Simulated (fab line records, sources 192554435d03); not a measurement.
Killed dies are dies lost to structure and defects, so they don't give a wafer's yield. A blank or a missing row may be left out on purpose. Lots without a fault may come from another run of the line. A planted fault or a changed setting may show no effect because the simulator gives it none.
Chamber matching | flow n5_finfet | N5_BEOL_M0_SAQP_DESCUM_45 on rie_diel-05: 4 sister chambers
The step chemistry O2, time 7 s. 4 wafers are shown with their chamber, then 8 later ones without.

WAFERS WITH THEIR CHAMBER
wafer  | chamber | showerhead_plenum_p_Torr (Torr)
L079.6 | 1       | 2.15
L082.2 | 0       | 2.12
L082.6 | 3       | 2.14
L085.1 | 2       | 2.21

WAFERS WITHOUT THEIR CHAMBER
wafer  | showerhead_plenum_p_Torr (Torr)
L085.3 | 2.15
L085.5 | 2.11
L086.1 | 2.21
L086.4 | 2.15
L086.5 | 2.11
L093.1 | 2.14
L093.5 | 2.13
L093.6 | 2.21

WHICH CHAMBER EACH WENT THROUGH
wafer  | from the rows above          | in truth
L085.3 | can't be placed: 1 or 3      | 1
L085.5 | 0                            | 0
L086.1 | 2                            | 2
L086.4 | can't be placed: 1 or 3      | 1
L086.5 | 0                            | 0
L093.1 | can't be placed: 3 or 1      | 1
L093.5 | can't be placed: 0 or 3 or 1 | 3
L093.6 | 2                            | 2
Placed correctly: 4 of 8. Can't be placed from these rows: 4 (the true chamber is among the candidates in 4). Placed wrongly: 0.
How it was worked out, from the rows above alone: a wafer's distance from a chamber is the root of the sum, over the readings, of the square of ((its reading less the chamber's mean) divided by the reading's scatter). The wafer belongs to the nearest chamber; if the next one is less than 2 further off, it can't be placed. A chamber's mean is the mean of its shown wafers. The scatter: with one shown wafer a chamber, the root of the mean of the squares of how far each hidden wafer lies from its nearest shown one.
